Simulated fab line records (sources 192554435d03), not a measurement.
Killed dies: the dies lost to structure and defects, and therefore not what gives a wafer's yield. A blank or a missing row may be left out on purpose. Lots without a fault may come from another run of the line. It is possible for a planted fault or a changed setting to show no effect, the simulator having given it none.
The tool behind it: which one? :: flow n5-finfet :: 16 wafers from 6 lots sampled at 3 of the route's 1938 steps

WHAT THE GAUGES READ, wafer by wafer
N5_BEOL_M8_THK_MEAS_01.
lot: L183
measured: day 10 12:33
on: film-metro-01
M8_ILD_THK (nm): 154.2 151.3 157.2

lot: L184
measured: day 10 18:43
on: film-metro-02
M8_ILD_THK (nm): 153.6 155.5

lot: L192
measured: day 12 16:04
on: film-metro-02
M8_ILD_THK (nm): 153.8 151.1 117.5

lot: L195
measured: day 13 03:14
on: film-metro-02
M8_ILD_THK (nm): 155.2 153.3 154.7

lot: L197
measured: day 14 01:55
on: film-metro-01
M8_ILD_THK (nm): 156.8 158.3 156.8

lot: L201
measured: day 15 17:19
on: film-metro-02
M8_ILD_THK (nm): 154.4 155.1

EACH LOT AND THE TOOL THAT RAN IT (in order: tool; ch and the chambers of the sampled wafers; start)
lot: L183
N5_BEOL_M7_DEGAS_44: pvd-sputter-02, day 10 09:55
N5_BEOL_M8_ILD_DEP_00: pecvd-04 ch 0,2, day 10 11:56

lot: L184
N5_BEOL_M7_DEGAS_44: pvd-sputter-02, day 10 14:16
N5_BEOL_M8_ILD_DEP_00: pecvd-01 ch 0,1, day 10 16:11

lot: L192
N5_BEOL_M7_DEGAS_44: pvd-sputter-01, day 12 12:36
N5_BEOL_M8_ILD_DEP_00: pecvd-01 ch 1,2, day 12 15:28

lot: L195
N5_BEOL_M7_DEGAS_44: pvd-sputter-01, day 13 00:27
N5_BEOL_M8_ILD_DEP_00: pecvd-03 ch 0,2, day 13 02:40

lot: L197
N5_BEOL_M7_DEGAS_44: pvd-sputter-02, day 13 21:59
N5_BEOL_M8_ILD_DEP_00: pecvd-04 ch 0,1,2, day 14 01:21

lot: L201
N5_BEOL_M7_DEGAS_44: pvd-sputter-01, day 15 14:56
N5_BEOL_M8_ILD_DEP_00: pecvd-01 ch 1,2, day 15 16:46
- N5_BEOL_M7_DEGAS_44: time 60 s.
- N5_BEOL_M8_ILD_DEP_00: deposits SiCOH lowk from DEMS/porogen, target thk 179.75 nm, time 33.4 s.

THE ANSWER, worked out from the rows above alone
Rule: what is usual is taken from the lots themselves. The widest of any qualifying gaps counts: lots, ordered by their means at a reading, are off when they make up no more than a third of the lots, leave a main group of 4 or more, and stand apart from it by 3 or more times the standard deviation of that group's means. If all means in a main group match to the digits the tables above print for the reading, that group is not used. Also off: a lot with no number at a reading for which 4 or more lots have one. Any other lot the step has rows for is counted as sound.
Off: L192, at N5_BEOL_M8_THK_MEAS_01 (M8_ILD_THK). Mean 155.0 nm and standard deviation 1.1 in the main group.
If a tool, at a process step before that reading, ran all the lots that are off and no sound lot after the first of them, it fits. The gauges at N5_BEOL_M8_THK_MEAS_01 are tried like those tools. Not one of the candidates tried fits.

WHAT THE SIMULATOR HAD PUT IN
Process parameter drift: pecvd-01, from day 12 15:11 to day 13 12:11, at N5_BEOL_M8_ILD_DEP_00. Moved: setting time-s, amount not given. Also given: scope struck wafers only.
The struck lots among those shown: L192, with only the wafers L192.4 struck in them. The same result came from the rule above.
